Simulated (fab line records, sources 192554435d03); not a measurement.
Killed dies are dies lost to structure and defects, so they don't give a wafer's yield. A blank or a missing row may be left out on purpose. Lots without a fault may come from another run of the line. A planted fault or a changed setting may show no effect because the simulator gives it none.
Chamber matching | flow n5_finfet | N5_BEOL_M3_STRIP_66 on rie_diel-04: 4 sister chambers
The step strips in CF4. 8 wafers are shown with their chamber, then 7 later ones without.

WAFERS WITH THEIR CHAMBER
wafer  | chamber | drypump_motor_current_A (A) | showerhead_plenum_p_Torr (Torr)
L074.6 | 2       | 4.8                         | 1.68
L075.5 | 2       | 4.7                         | 1.68
L079.4 | 1       | 5.6                         | 1.80
L082.2 | 1       | 5.7                         | 1.80
L082.3 | 0       | 5.3                         | 1.82
L082.6 | 3       | 6.4                         | 1.77
L089.2 | 0       | 5.3                         | 1.81
L089.3 | 3       | 6.4                         | 1.77

WAFERS WITHOUT THEIR CHAMBER
wafer  | drypump_motor_current_A (A) | showerhead_plenum_p_Torr (Torr)
L089.6 | 4.7                         | 1.68
L094.2 | 6.4                         | 1.76
L094.3 | 5.3                         | 1.81
L094.5 | 4.7                         | 1.67
L096.1 | 5.3                         | 1.81
L096.3 | 5.6                         | 1.79
L096.5 | 5.6                         | 1.79

WHICH CHAMBER EACH WENT THROUGH
wafer  | from the rows above | in truth
L089.6 | 2                   | 2
L094.2 | 3                   | 3
L094.3 | 0                   | 0
L094.5 | 2                   | 2
L096.1 | 0                   | 0
L096.3 | 1                   | 1
L096.5 | 1                   | 1
Placed correctly: 7 of 7. Can't be placed from these rows: 0. Placed wrongly: 0.
How it was worked out, from the rows above alone: a wafer's distance from a chamber is the root of the sum, over the readings, of the square of ((its reading less the chamber's mean) divided by the reading's scatter). The wafer belongs to the nearest chamber; if the next one is less than 2 further off, it can't be placed. A chamber's mean is the mean of its shown wafers. The scatter: the root of (the sum of the squares of (reading less its chamber's mean) over the shown wafers, divided by (wafers less chambers)).
